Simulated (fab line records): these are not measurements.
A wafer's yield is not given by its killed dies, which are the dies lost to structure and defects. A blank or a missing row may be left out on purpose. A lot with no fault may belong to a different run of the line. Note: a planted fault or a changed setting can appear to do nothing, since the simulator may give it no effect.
Problem report in the 8D (eight disciplines) form, filled by code	flow n5Finfet	the parts of the form that need people (team, actions taken, sign-off) are left out

## 1. WHAT IS WRONG
At N5_PASSIVATION_PROBE_49, killed_at_M0_to_M3 averages 127 over 9 wafers from 3 lots, while fault-free wafers read 33, standard deviation 9.9. That is +9.5 standard deviations from the usual mean.
Earliest sighting: wafer L457.1 on prober-01 at day 15 14:20. At this step, 18 wafers from 6 lots have a number in the record. Rule for "out" (also "out of limits"): further than 4 standard deviations from the usual mean. The rest of the wafers with a number are treated as sound.

## 2. WHAT IT IS; WHAT IT IS NOT
question	is	is not
which readings at this step	killed_at_M0_to_M3	killed_at_M4_up, killedAtContacts, killedAtFrontEnd, killedAtOther, killedOpen, killedShort, sort_bin_4_leakage
which lots	L455, L457, L459	L451, L452, L454
which wafers of those lots	all that have a number	-
read on which tools	prober-01	prober-02
when	from day 15 14:20	up to then (9 sound wafers)

## 3. SUSPECTS, AND WHAT RULES EACH OUT
Counting: a tool at any process step up to the reading remains a suspect when it ran all the lots that are out and ran no sound lot after the first of those.
- aldSin-04 at N5_BEOL_M2_ALD_98 (deposits SiO2, target thk 2.5 nm, pulse time 1 s, co reactant pulse time 1 s): kept. It processed each lot that is out, first L455 at day 9 16:35, and no sound lot thereafter; up to then, the last sound lot it processed was L454 at day 9 04:36.
- prober-01 at N5_PASSIVATION_PROBE_49: kept. It processed each lot that is out, first L457 at day 15 14:20, and no sound lot thereafter; up to then, the last sound lot it processed was L452 at day 15 04:22. Out on those wafers are its own readings of killed_at_M0_to_M3.
Left after counting: aldSin-04 at N5_BEOL_M2_ALD_98, prober-01 at N5_PASSIVATION_PROBE_49.

## 4. THE CAUSE (what the simulator had put in)
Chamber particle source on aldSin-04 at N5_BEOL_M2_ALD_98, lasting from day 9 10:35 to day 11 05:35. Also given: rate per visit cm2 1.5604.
This tool is one of the 2 suspects left after counting.

## 5. SEQUENCE OF EFFECTS, ordered by route
Each row: a reading where the mean over the struck wafers with a number is more than 3 standard deviations away from the usual. Readings are gone through only where the record gives a usual standard deviation; hours: the median, over the lots, of the time from a lot's start at the first step in this table giving one to that lot's start at this step; sigmas: the change measured in usual standard deviations.
hours	step	reading	usual	on struck wafers	change	sigmas
0	N5_PASSIVATION_PROBE_49	defectLimitedYield	91.3 %	83.8	-7.5	-5.3
0	N5_PASSIVATION_PROBE_49	killed_at_M0_to_M3	33	127	+94	+9.5
0	N5_PASSIVATION_PROBE_49	killedDies	103	191	+88	+5.2
0	N5_PASSIVATION_PROBE_49	killedOnRim	13	28	+15	+3.8
0	N5_PASSIVATION_PROBE_49	sort_bin_5_function	5.1 %	9.2	+4.1	+4.3
0	N5_PASSIVATION_PROBE_49	sortNPass	1077	989	-88	-5.2
0	N5_PASSIVATION_PROBE_49	sortYieldPct	91.3 %	83.8	-7.5	-5.0
Process steps it contains:
- N5_PASSIVATION_PROBE_49

## 6. WHAT WOULD HAVE CAUGHT IT SOONER
First out-of-limits reading in this record: day 15 14:20, which is 148 hours after fault onset at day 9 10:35.
An alarm limit of 4 standard deviations would not have fired on the tool readings at N5_BEOL_M2_ALD_98 for which the record gives a usual standard deviation, since none of them was out on any struck wafer.
By day 15 14:20 the whole set of lots that are out, 3 in number, had already begun N5_BEOL_M2_ALD_98 on aldSin-04. Holding the tool at that point would not have protected any of them.
